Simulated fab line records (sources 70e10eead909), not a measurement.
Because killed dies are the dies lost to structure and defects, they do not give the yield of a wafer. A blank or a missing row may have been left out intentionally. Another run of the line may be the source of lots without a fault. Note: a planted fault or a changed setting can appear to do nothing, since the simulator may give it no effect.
Comparing a struck lot with a sound one | flow nandHarc | 15 out of 1159 route steps
Sound: these wafers, L375.1, L375.5, L375.6. Struck: wafers L378.2, L378.4, L378.6. At the end, the cause is stated.
Each step with rows lists, per side, the tool, then ch with its chambers, then its first start. Under that, the readings that differ: sound wafers | struck wafers | difference of the means | sigmas: that difference in standard deviations of wafers without a fault.
alike: words and numbers the same on both sides, and readings whose means are apart by under 2 such deviations; not compared: readings that were withheld, readings missing a value for some wafer, numbers with overlapping values and no deviation given by the record, and bounds like >300 which may hide the same value.
Wherever a step has rows on one side only, a row that says differs or no value, or a row with sigmas, the two part there. When numbers do not overlap yet have no deviation, they are printed without sigmas and do not part them. A reading that every wafer of one side lacks parts them only if that side has two wafers or more.

NHARC_A_CHANNEL_HOLE_D1_ETCH_44: etches the open film in CF4/O2, target depth 140 nm, overetch 14 nm, time 77 s.
  sound on rieDiel-07 ch 0,1,2, day 9 05:04; struck on rieDiel-07 ch 1,2,3, day 9 14:11
  alike: biasW, drypumpMotorCurrentA, oesProductAu, rfVppV, showerheadPlenumPTorr, throttleValvePct
  not compared: rfHoursCounterH
NHARC_A_CHANNEL_HOLE_D1_STRIP_27: strips in O2.
  sound: rieDiel-07 ch 1,2,3; struck: rieDiel-07 ch 0,1,3
  alike: drypumpMotorCurrentA, oesProductAu, rfVppV, showerheadPlenumPTorr, throttleValvePct
  not compared: rfHoursCounterH
then, 2 steps without rows for these wafers: NHARC_A_CHANNEL_HOLE_D1_PRECLEAN_28 (cleans in SC1); NHARC_A_CHANNEL_HOLE_D1_SRD_29.
NHARC_A_CHANNEL_HOLE_D1_CD_MEAS_30:
  sound on cdSem-02, day 9 05:50; struck on cdSem-02, day 9 14:58
  alike: cdNm
then, 1 step without rows for these wafers: NHARC_A_CHANNEL_HOLE_D1_XSEM_31.
NHARC_A_CHANNEL_HOLE_D1_INSPECT_40:
  sound on defectInspect-01, day 9 06:02; struck on defectInspect-01, day 9 15:10
  alike: rawDefectCount
then, 2 steps without rows for these wafers: NHARC_A_CHANNEL_FILL_D1_PRECLEAN_00 (cleans in SC1); NHARC_A_CHANNEL_FILL_D1_SRD_01.
NHARC_A_CHANNEL_FILL_D1_ALD_02: deposits SiO2, target thk 6 nm, pulse time 10 s, ald cycles 60.
  sound on aldHk-04 ch 0,2,3, day 9 06:24; struck on aldHk-04 ch 0,2, day 9 15:34
  alike: aldCycles, heaterPowerW, precursorPulseHeightRel
NHARC_A_CHANNEL_FILL_D1_ALD_03: deposits SiNx, target thk 6 nm, pulse time 60 s, ald cycles 58.
  sound: aldSinBatch-01 ch 0; struck: aldSinBatch-02 ch 0
  alike: aldCycles, precursorPulseHeightRel
NHARC_A_CHANNEL_FILL_D1_ALD_14: deposits SiO2, target thk 2.5 nm, pulse time 10 s, ald cycles 25.
  sound on aldHk-04 ch 0,1, day 9 13:22; struck on aldHk-01 ch 1,2,3, day 9 22:30
  alike: aldCycles, heaterPowerW, precursorPulseHeightRel
NHARC_A_CHANNEL_FILL_D1_ALD_15: deposits SiNx, target thk 2 nm, pulse time 60 s, ald cycles 19.
  sound on aldSinBatch-01 ch 0, day 9 16:29; struck on aldSinBatch-01 ch 0, day 10 01:35
reading   | sound    | struck   | difference | sigmas
aldCycles | 19 19 19 | 24 24 24 | +5         | 
  alike: precursorPulseHeightRel
then, 1 step without rows for these wafers: NHARC_A_CHANNEL_FILL_D1_ALD_16 (deposits SiO2, target thk 1.5 nm, pulse time 10 s, ald cycles 15).
-- jump in the record: it breaks off in module A_CHANNEL_FILL_D1 and resumes in module END (first step shown: number 1159 of the route), and 10 days separate the struck wafers' starts before and after --
NHARC_END_SORT_01:
  sound on prober-01 ch 0, day 19 20:54; struck on prober-02 ch 0, day 20 05:26
  alike: killedAtArray, killedAtOther, killedAtPeriphery, killedDies, killedOpen, killedShort

WHERE THEY PART
Nowhere in this record.

WHY: whatever the simulator had introduced
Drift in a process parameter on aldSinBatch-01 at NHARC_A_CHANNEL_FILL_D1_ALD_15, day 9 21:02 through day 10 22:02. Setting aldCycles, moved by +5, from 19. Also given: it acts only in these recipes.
